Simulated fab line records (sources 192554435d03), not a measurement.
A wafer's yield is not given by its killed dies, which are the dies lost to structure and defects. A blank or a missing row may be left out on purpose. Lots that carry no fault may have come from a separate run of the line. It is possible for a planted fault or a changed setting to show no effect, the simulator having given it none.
8D (eight disciplines) problem report, filled in by code || flow n5Finfet || the parts of the form that need people (team, actions taken, sign-off) are left out

## 1. THE ISSUE
Mean of lamp_zone_7_pct at N5_WELL_APT_RTA_34: 15.165 % across 6 wafers in 2 lots; on wafers with no fault it is 13.417 % (standard deviation 0.028). That puts it +62 standard deviations away from the usual mean.
The step: time 10 s.
Seen first at day 6 09:42 on rtpAnneal-01, wafer L791.1. Wafers with a number at this step in the record: 27, from 9 lots. The rule behind "out" and "out of limits": a value lying over 4 standard deviations away from the usual mean. The rest of the wafers with a number are treated as sound.

## 2. WHAT IT IS AND WHAT IT IS NOT
{"question": "which readings at this step", "is": "lamp_zone_7_pct, lampPowerPct, lamp_zone_1_pct, lamp_zone_2_pct, lamp_zone_3_pct, lamp_zone_4_pct, lamp_zone_5_pct, lamp_zone_6_pct", "is not": "wafer_temp_C_max"}
{"question": "which lots", "is": "L791, L793", "is not": "L774, L777, L779, L780, L782, L784, L785"}
{"question": "which wafers of those lots", "is": "all that have a number", "is not": "-"}
{"question": "read on which tools", "is": "rtpAnneal-01", "is not": "rtpAnneal-02"}
{"question": "when", "is": "from day 6 09:42", "is not": "up to then (21 sound wafers)"}

## 3. WHAT RULES OUT EACH SUSPECT
Counting: any tool at a process step up to the reading is kept as a suspect provided that every lot that is out went through it and no sound lot did after the first of them.
- rtpAnneal-01 at N5_WELL_APT_RTA_34 (time 10 s): kept. All lots that are out passed through it, beginning with L791 at day 6 09:42, and no sound lot followed; its final sound lot before that point was L784 at day 4 15:53. Its own lampPowerPct, lamp_zone_1_pct, lamp_zone_2_pct, lamp_zone_3_pct, lamp_zone_4_pct, lamp_zone_5_pct, lamp_zone_6_pct, lamp_zone_7_pct readings are out on those wafers.
The count leaves rtpAnneal-01 at N5_WELL_APT_RTA_34.

## 4. THE CAUSE (what the simulator had put in)
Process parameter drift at N5_WELL_APT_RTA_34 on rtpAnneal-01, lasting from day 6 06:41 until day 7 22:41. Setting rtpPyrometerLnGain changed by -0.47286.
After counting, this tool was the only one left.

## 5. SEQUENCE OF EFFECTS, ordered by route
Rows list readings where the struck wafers' mean (over those with a number) sits beyond 3 standard deviations from the usual. Readings are gone through only where the record gives a usual standard deviation; hours: the median, over the lots, of the time from a lot's start at the first step in this table giving one to that lot's start at this step; sigmas: the change measured in usual standard deviations.
{"hours": 0, "step": "N5_WELL_APT_RTA_34", "reading": "lampPowerPct", "usual": "13.00 %", "on struck wafers": 14.71, "change": "+1.71", "sigmas": "+31"}
{"hours": 0, "step": "N5_WELL_APT_RTA_34", "reading": "lamp_zone_1_pct", "usual": "13.00 %", "on struck wafers": 14.68, "change": "+1.68", "sigmas": "+51"}
{"hours": 0, "step": "N5_WELL_APT_RTA_34", "reading": "lamp_zone_2_pct", "usual": "13.00 %", "on struck wafers": 14.69, "change": "+1.69", "sigmas": "+51"}
{"hours": 0, "step": "N5_WELL_APT_RTA_34", "reading": "lamp_zone_3_pct", "usual": "13.00 %", "on struck wafers": 14.68, "change": "+1.68", "sigmas": "+49"}
{"hours": 0, "step": "N5_WELL_APT_RTA_34", "reading": "lamp_zone_4_pct", "usual": "12.991 %", "on struck wafers": 14.682, "change": "+1.691", "sigmas": "+56"}
{"hours": 0, "step": "N5_WELL_APT_RTA_34", "reading": "lamp_zone_5_pct", "usual": "12.996 %", "on struck wafers": 14.664, "change": "+1.668", "sigmas": "+58"}
{"hours": 0, "step": "N5_WELL_APT_RTA_34", "reading": "lamp_zone_6_pct", "usual": "12.92 %", "on struck wafers": 14.62, "change": "+1.70", "sigmas": "+48"}
{"hours": 0, "step": "N5_WELL_APT_RTA_34", "reading": "lamp_zone_7_pct", "usual": "13.417 %", "on struck wafers": 15.165, "change": "+1.748", "sigmas": "+62"}
Its process steps:
- N5_WELL_APT_RTA_34: time 10 s.
At these later measuring or inspecting steps, every struck wafer for which the step has a row has a number for every such reading, and none has moved that far: N5_BEOL_M4_RC_MEAS_101.

## 6. HOW IT WOULD HAVE BEEN CAUGHT EARLIER
3 hours passed between the start of the fault at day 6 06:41 and the first reading out of limits in this record, taken at day 6 09:42.
